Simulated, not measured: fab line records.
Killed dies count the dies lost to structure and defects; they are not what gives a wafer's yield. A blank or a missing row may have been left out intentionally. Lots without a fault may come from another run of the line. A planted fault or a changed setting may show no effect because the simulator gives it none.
Struck lot and sound lot, side by side -- flow nand harc -- 14 out of 1302 route steps
Sound: wafers L398.3, L398.4, L398.5. Struck: wafers L408.1, L408.3. (L408.6 of the same lot was not struck and is left out.) The cause comes at the end.
Each step with rows lists, per side, the tool, then ch with its chambers, then its first start. Under that, the readings that differ: sound wafers -- struck wafers -- difference of the means -- sigmas: that difference in standard deviations of wafers without a fault.
alike: readings with means less than 2 such deviations apart, plus words and numbers identical on both sides. not compared: withheld readings, readings lacking a value on some wafer, bounds such as >300 that could conceal the same value, and numbers that have no deviation in the record and whose values overlap.
Wherever a step has rows on one side only, a row that says differs or no value, or a row with sigmas, the two part there. When numbers do not overlap yet have no deviation, they are printed without sigmas and do not part them. Lack of a reading on every wafer of one side parts them only where that side has two or more wafers.

first, 3 steps without rows for these wafers: NHARC_A_STAIRCASE_HARDBAKE_311 (time 140 s); NHARC_A_STAIRCASE_DESCUM_312 (chemistry O2, time 3 s); NHARC_A_STAIRCASE_ETCH_313 (etches the open film in CF4/CHF3).
NHARC_A_STAIRCASE_HM_OPEN_463: chemistry O2/COS.
  sound: rie diel-01 ch 1,2; struck: rie diel-03 ch 0,2
  alike: drypump motor current A, oes product au, rf vpp V, showerhead plenum p Torr, throttle valve pct
  not compared: rf hours counter h
then, 1 step without rows for these wafers: NHARC_A_STAIRCASE_STRIP_464 (strips in O2/COS).
NHARC_A_STAIRCASE_ETCH_453: etches the open film in CF4/O2, target depth 30 nm, overetch 3 nm, time 16.5 s.
  sound: rie diel-01 ch 0,1,3; struck: rie diel-03 ch 2,3
  alike: drypump motor current A, oes product au, rf vpp V, showerhead plenum p Torr, throttle valve pct
  not compared: rf hours counter h
NHARC_A_STAIRCASE_ETCH_315: etches the open film in C4F8/O2/Ar, target depth 2500 nm, time 607.1 s.
  sound: rie diel-01 ch 2,3; struck: rie diel-03 ch 0,1
  alike: oes product au, rf vpp V
  not compared: rf hours counter h
NHARC_A_STAIRCASE_STRIP_316: strips in O2.
  sound: rie diel-01 ch 0,3; struck: rie diel-03 ch 0,1
  alike: drypump motor current A, oes product au, rf vpp V, showerhead plenum p Torr, throttle valve pct
  not compared: rf hours counter h
then, 3 steps without rows for these wafers: NHARC_A_STAIRCASE_STRIP_317 (strips in SPM, time 900 s); NHARC_A_STAIRCASE_PRECLEAN_318 (cleans in SC1); NHARC_A_STAIRCASE_SRD_329.
NHARC_A_STAIRCASE_ALD_415: deposits SiO2, target thk 30 nm, pulse time 6 s, ald cycles 300.
  sound on ald hk-02 ch 0,1,3, day 21 06:25; struck on ald hk-04 ch 1,3, day 25 01:56
reading,sound,struck,difference,sigmas
ald cycles,300 300 300,383 383,+83,
  alike: heater power w, precursor pulse height rel
NHARC_A_STAIRCASE_ETCHBACK_416: etches the open film in C4F8/O2/Ar, target depth 36 nm, time 7.2 s.
  sound: rie diel-13 ch 0,3; struck: rie diel-01 ch 1,3
reading,sound,struck,difference,sigmas
oes product au (a.u.),0.92 0.90 0.92,1.03 1.00,+0.10,+3
  alike: rf vpp V
  not compared: rf hours counter h
-- jump in the record: it breaks off in module A_STAIRCASE and resumes in module END (first step shown: number 1302 of the route), and 7 days separate the struck wafers' starts before and after --
NHARC_END_SORT_01:
  here the record holds rows for the struck wafers (prober-01 ch 0, day 32 11:40) but none for the sound ones

## WHERE THEY PART
Earliest at NHARC_A_STAIRCASE_ETCHBACK_416; latest, in this record, at NHARC_END_SORT_01.

WHY: what the simulator had put in
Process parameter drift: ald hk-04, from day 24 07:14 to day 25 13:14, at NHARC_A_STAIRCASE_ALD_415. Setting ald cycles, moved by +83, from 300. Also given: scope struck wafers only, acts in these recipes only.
